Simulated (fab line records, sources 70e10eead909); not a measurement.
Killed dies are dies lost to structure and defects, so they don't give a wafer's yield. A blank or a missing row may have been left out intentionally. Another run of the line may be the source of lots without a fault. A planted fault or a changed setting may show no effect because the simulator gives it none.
fab line records ; flow nandHarc
record lots=14; wafers=42; lastDay=24
route steps=1159 shown P_GATE@190 P_CONTACT@227
lots that met no fault: from a run of the same line without faults
startH: the number of hours between the record's first day and the start of the first shown wafer of the lot ; waitH: time in hours since the lot's previous step ; " as in the row above ; L1.1+2: one row covering several wafers at once ; - value missing, or start not given ; * or withheld: withheld ; < > ~ a bound
route shown NAME@n: names a module that has steps shown in the file, with the first one's number in the route ; usual: mean and standard deviation over wafers with no fault ; same: alike in all rows ; chamber/n: place in a boat ; sites: the reading at each site ; _std_site: standard deviation of those values ; _edge_site: the outer-site mean with the inner-site mean subtracted ; radiusMm: how far each site lies from the wafer's centre ; mask NAME#n: copy n ; behind: the tool/chamber that last shaped the wafer ; hold: why the lot was held/for how many hours/how that ended ; device: the transistor (n, p or np) that didn't switch ; end of line: tests of these same wafers at the route's end ; a step given without rows: its recipe and nothing more ; killed: dies lost to structure and defects at the first sort, not the wafer's yield ; map: a wafer's dies, marking killed ones x, the rest . and places with no die _
set.NAME: the setting as run; set.NAME@STEP: as run at that earlier step ; model.NAME: the simulator's own value behind a step, which no gauge read
the route's steps for a sample of lots (tables are steps, rows are wafers)
services: the hour from which a tool's chamber was out of use, counted from the record's first day as startH (under 0 if before that day), plus the number of hours and why
## steps
# step NHARC_P_GATE_STRIP_76
# recipe powerW=1500; tempC=250; chemistry=O2
# usual drypumpMotorCurrentA=5.6/0.41; heaterPowerW=322/40
lot.wafer;tool;chamber;startH;waitH;drypumpMotorCurrentA;heaterPowerW;rfHoursCounterH
L551.4;plasmaAsher-02;0;105.15;0.1;6.0;313;-
L551.5;plasmaAsher-02;1;105.15;0.1;5.6;350;-
L551.6;plasmaAsher-02;0;105.15;0.1;6.0;319;-
L552.1;plasmaAsher-02;1;114.53;0.2;5.5;351;30
L552.5;plasmaAsher-02;1;114.53;0.2;5.6;362;-
L552.6;plasmaAsher-02;0;114.53;0.2;6.0;322;-
L554.2;plasmaAsher-02;0;117.41;0.2;6.0;313;32
L554.1;plasmaAsher-02;1;117.41;0.2;5.5;339;32
L554.4;plasmaAsher-02;0;117.41;0.2;6.0;318;-
L553.3;plasmaAsher-01;0;117.93;0.2;5.9;371;-
L553.5;plasmaAsher-01;0;117.93;0.2;5.9;364;-
L553.6;plasmaAsher-01;1;117.93;0.2;5.0;263;-
L555.4;plasmaAsher-02;0;124.09;0.1;5.9;317;-
L555.5;plasmaAsher-02;1;124.09;0.1;5.6;347;-
L555.6;plasmaAsher-02;0;124.09;0.1;6.0;319;-
L556.1;plasmaAsher-01;1;137.18;0.2;4.9;264;10
L556.2;plasmaAsher-01;0;137.18;0.2;5.9;363;10
L556.6;plasmaAsher-01;1;137.18;0.2;4.9;262;-
L558.1;plasmaAsher-02;0;137.68;0.2;6.0;312;39
L558.2;plasmaAsher-02;1;137.68;0.2;5.5;353;39
L558.4;plasmaAsher-02;0;137.68;0.2;5.9;314;-
L557.3;plasmaAsher-01;1;137.97;0.1;4.9;264;-
L557.6;plasmaAsher-01;0;137.97;0.1;5.9;365;-
L557.5;plasmaAsher-01;1;137.97;0.1;4.9;256;-
L561.2;plasmaAsher-02;0;162.93;0.2;6.0;316;49
L561.1;plasmaAsher-02;1;162.93;0.2;5.5;352;49
L561.4;plasmaAsher-02;1;162.93;0.2;5.6;344;-
L562.2;plasmaAsher-02;0;164.46;0.2;6.0;325;50
L562.4;plasmaAsher-02;1;164.46;0.2;5.6;351;-
L562.6;plasmaAsher-02;0;164.46;0.2;6.0;315;-
L568.1;plasmaAsher-02;1;203.41;0.2;5.6;356;4
L568.4;plasmaAsher-02;0;203.41;0.2;6.0;308;-
L568.3;plasmaAsher-02;1;203.41;0.2;5.5;342;-
L569.2;plasmaAsher-02;0;213.46;0.2;6.0;292;5
L569.1;plasmaAsher-02;1;213.46;0.2;5.6;360;5
L569.5;plasmaAsher-02;0;213.46;0.2;5.9;311;-
L572.3;plasmaAsher-01;0;228.24;0.2;5.9;358;-
L572.4;plasmaAsher-01;1;228.24;0.2;4.9;258;-
L572.6;plasmaAsher-01;0;228.24;0.2;5.9;367;-
L573.2;plasmaAsher-01;1;234.94;0.2;4.9;265;46
L573.1;plasmaAsher-01;0;234.94;0.2;5.9;362;46
L573.6;plasmaAsher-01;0;234.94;0.2;5.9;363;-
# step NHARC_P_GATE_DEGAS_109
# recipe tempC=300; timeS=60
# usual heaterPowerW=455/58
lot.wafer;tool;chamber;startH;waitH;heaterPowerW
L551.4;pvdSputter-02;-;108.17;0.1;419
L551.6;pvdSputter-02;-;108.17;0.1;406
L551.5;pvdSputter-02;-;108.17;0.1;504
L552.1;pvdSputter-03;-;117.64;0.1;409
L552.6;pvdSputter-03;-;117.64;0.1;414
L552.5;pvdSputter-03;-;117.64;0.1;523
L554.1;pvdSputter-03;-;120.31;0.1;415
L554.2;pvdSputter-03;-;120.31;0.1;536
L554.4;pvdSputter-03;-;120.31;0.1;470
L553.3;pvdSputter-03;-;121.14;0.1;422
L553.5;pvdSputter-03;-;121.14;0.1;475
L553.6;pvdSputter-03;-;121.14;0.1;423
L555.4;pvdSputter-02;-;127.13;0.1;515
L555.5;pvdSputter-02;-;127.13;0.1;412
L555.6;pvdSputter-02;-;127.13;0.1;531
L556.1;pvdSputter-02;-;140.24;0.1;556
L556.2;pvdSputter-02;-;140.24;0.1;526
L556.6;pvdSputter-02;-;140.24;0.1;562
L558.2;pvdSputter-02;-;140.95;0.1;508
L558.4;pvdSputter-02;-;140.95;0.1;461
L558.1;pvdSputter-02;-;140.95;0.1;558
L557.3;pvdSputter-01;-;141.19;0.1;365
L557.5;pvdSputter-01;-;141.19;0.1;365
L557.6;pvdSputter-01;-;141.19;0.1;433
L561.4;pvdSputter-03;-;165.99;0.1;406
L561.2;pvdSputter-03;-;165.99;0.1;505
L561.1;pvdSputter-03;-;165.99;0.1;474
L562.4;pvdSputter-02;-;167.54;0.1;416
L562.2;pvdSputter-02;-;167.54;0.1;464
L562.6;pvdSputter-02;-;167.54;0.1;407
L568.4;pvdSputter-01;-;206.38;0.1;443
L568.3;pvdSputter-01;-;206.38;0.1;384
L568.1;pvdSputter-01;-;206.38;0.1;356
L569.1;pvdSputter-01;-;216.62;0.1;458
L569.2;pvdSputter-01;-;216.62;0.1;446
L569.5;pvdSputter-01;-;216.62;0.1;404
L572.3;pvdSputter-01;-;234.65;0.1;393
L572.4;pvdSputter-01;-;234.65;0.1;445
L572.6;pvdSputter-01;-;234.65;0.1;399
L573.1;pvdSputter-01;-;237.90;0.1;455
L573.2;pvdSputter-01;-;237.90;0.1;394
L573.6;pvdSputter-01;-;237.90;0.1;361
# step NHARC_P_CONTACT_SOFTBAKE_07
# recipe tempC=105; timeS=55
# usual heaterPowerTotalW=188.45/0.13
lot.wafer;tool;chamber;startH;waitH;heaterPowerTotalW
L551.4;lithoTrack-01;0;110;-;188.45
L551.5;lithoTrack-01;0;110;-;188.44
L551.6;lithoTrack-01;0;110;-;188.38
L552.1;lithoTrack-04;0;119;-;188.55
L552.5;lithoTrack-04;0;119;-;188.48
L552.6;lithoTrack-04;0;119;-;188.43
L554.1;lithoTrack-01;0;122;-;188.28
L554.2;lithoTrack-01;0;122;-;188.54
L554.4;lithoTrack-01;0;122;-;188.42
L553.3;lithoTrack-01;0;123;-;188.58
L553.5;lithoTrack-01;0;123;-;188.43
L553.6;lithoTrack-01;0;123;-;188.32
L555.4;lithoTrack-06;0;129;-;188.40
L555.5;lithoTrack-06;0;129;-;188.39
L555.6;lithoTrack-06;0;129;-;188.25
L556.1;lithoTrack-01;0;142;-;188.78
L556.2;lithoTrack-01;0;142;-;188.42
L556.6;lithoTrack-01;0;142;-;188.40
L558.1;lithoTrack-01;0;143;-;188.32
L558.2;lithoTrack-01;0;143;-;188.60
L558.4;lithoTrack-01;0;143;-;188.71
L557.3;lithoTrack-06;0;143;-;188.33
L557.5;lithoTrack-06;0;143;-;188.44
L557.6;lithoTrack-06;0;143;-;188.39
L561.1;lithoTrack-06;0;168;-;188.80
L561.2;lithoTrack-06;0;168;-;188.41
L561.4;lithoTrack-06;0;168;-;188.42
L562.2;lithoTrack-06;0;169;-;188.42
L562.4;lithoTrack-06;0;169;-;188.36
L562.6;lithoTrack-06;0;169;-;188.43
L568.1;lithoTrack-06;0;208;-;202.26
L568.3;lithoTrack-06;0;208;-;202.38
L568.4;lithoTrack-06;0;208;-;202.19
L569.1;lithoTrack-06;0;218;-;202.37
L569.2;lithoTrack-06;0;218;-;202.40
L569.5;lithoTrack-06;0;218;-;202.15
L572.3;lithoTrack-04;0;236;-;188.71
L572.4;lithoTrack-04;0;236;-;188.32
L572.6;lithoTrack-04;0;236;-;188.41
L573.1;lithoTrack-01;0;240;-;188.41
L573.2;lithoTrack-01;0;240;-;188.51
L573.6;lithoTrack-01;0;240;-;188.62
# step NHARC_P_CONTACT_CD_MEAS_12
# recipe targetCdNm=90; landingEnergyEv=500
# usual cdNm=90.3/0.66
# same landingEnergyEv=500
lot.wafer;tool;chamber;startH;waitH;cdNm
L551.4;cdSem-03;0;110.79;-;89.3
L551.5;cdSem-03;0;110.79;-;89.6
L551.6;cdSem-03;0;110.79;-;89.5
L552.1;cdSem-02;0;120.34;-;90.4
L552.5;cdSem-02;0;120.34;-;89.3
L552.6;cdSem-02;0;120.34;-;90.1
L554.1;cdSem-02;0;122.88;-;90.2
L554.2;cdSem-02;0;122.88;-;90.1
L554.4;cdSem-02;0;122.88;-;89.3
L553.3;cdSem-03;0;123.61;-;89.0
L553.5;cdSem-03;0;123.61;-;89.6
L553.6;cdSem-03;0;123.61;-;89.5
L555.4;cdSem-01;0;129.91;-;91.5
L555.5;cdSem-01;0;129.91;-;91.5
L555.6;cdSem-01;0;129.91;-;91.8
L556.1;cdSem-03;0;143.09;-;90.1
L556.2;cdSem-03;0;143.09;-;90.1
L556.6;cdSem-03;0;143.09;-;89.7
L558.1;cdSem-01;0;143.45;-;91.2
L558.2;cdSem-01;0;143.45;-;90.9
L558.4;cdSem-01;0;143.45;-;90.8
L557.3;cdSem-02;0;143.74;-;90.8
L557.5;cdSem-02;0;143.74;-;90.3
L557.6;cdSem-02;0;143.74;-;89.1
L561.1;cdSem-03;0;168.42;-;91.1
L561.2;cdSem-03;0;168.42;-;91.3
L561.4;cdSem-03;0;168.42;-;90.2
L562.2;cdSem-03;0;170.25;-;90.8
L562.4;cdSem-03;0;170.25;-;89.6
L562.6;cdSem-03;0;170.25;-;90.3
L568.1;cdSem-01;0;208.83;-;88.9
L568.3;cdSem-01;0;208.83;-;90.7
L568.4;cdSem-01;0;208.83;-;90.6
L569.1;cdSem-02;0;219.22;-;89.0
L569.2;cdSem-02;0;219.22;-;88.9
L569.5;cdSem-02;0;219.22;-;89.0
L572.3;cdSem-01;0;237.11;-;90.4
L572.4;cdSem-01;0;237.11;-;90.6
L572.6;cdSem-01;0;237.11;-;89.9
L573.1;cdSem-03;0;241.03;-;90.8
L573.2;cdSem-03;0;241.03;-;90.3
L573.6;cdSem-03;0;241.03;-;90.5
## services
tool;chamber;startH;hours;kind
pvdSputter-02;-;86.17;0.9;repair
lithoTrack-01;-;93.00;7.0;pm
plasmaAsher-01;-;99.00;9.0;pm
plasmaAsher-01;0;99.00;9.0;ventCycle
plasmaAsher-01;1;99.00;9.0;ventCycle
pvdSputter-03;-;102.02;10.0;pm
plasmaAsher-01;0;108.00;-;clean
plasmaAsher-01;1;108.00;-;clean
lithoTrack-06;-;117.00;7.0;pm
lithoTrack-04;-;141.00;7.0;pm
pvdSputter-01;-;158.10;10.0;pm
plasmaAsher-02;-;183.52;9.0;pm
plasmaAsher-02;0;183.52;9.0;ventCycle
plasmaAsher-02;1;183.52;9.0;ventCycle
plasmaAsher-02;0;192.52;-;clean
plasmaAsher-02;1;192.52;-;clean
pvdSputter-02;-;214.01;10.0;pm
## key
firstSign step=NHARC_P_CONTACT_SOFTBAKE_07; reading=heaterPowerTotalW; direction=up; sigmas=99+; usual=*; struck=*
effect none on later readings
metAt NHARC_P_CONTACT_SOFTBAKE_07
struckLots L568,L569
testerLeftOut L568,L569
notActingAt NHARC_P_GATE_STRIP_76,NHARC_P_GATE_DEGAS_109,NHARC_P_CONTACT_CD_MEAS_12
onsetBetween 169 208
fault kind=processParameterDrift; tool=lithoTrack-06; chamber=-; onsetH=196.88; steps=NHARC_P_CONTACT_SOFTBAKE_07; channel=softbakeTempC; offset=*; shape=step; endH=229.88; actsIn=*; stated=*
# testerLeftOut: of these lots the tester's yield and bins aren't shown, on N5 and GAA mostly nor the transistor test; their killed dies are dies lost to structure and defects alone, not to doping, threshold or leakage, so they don't give the yield
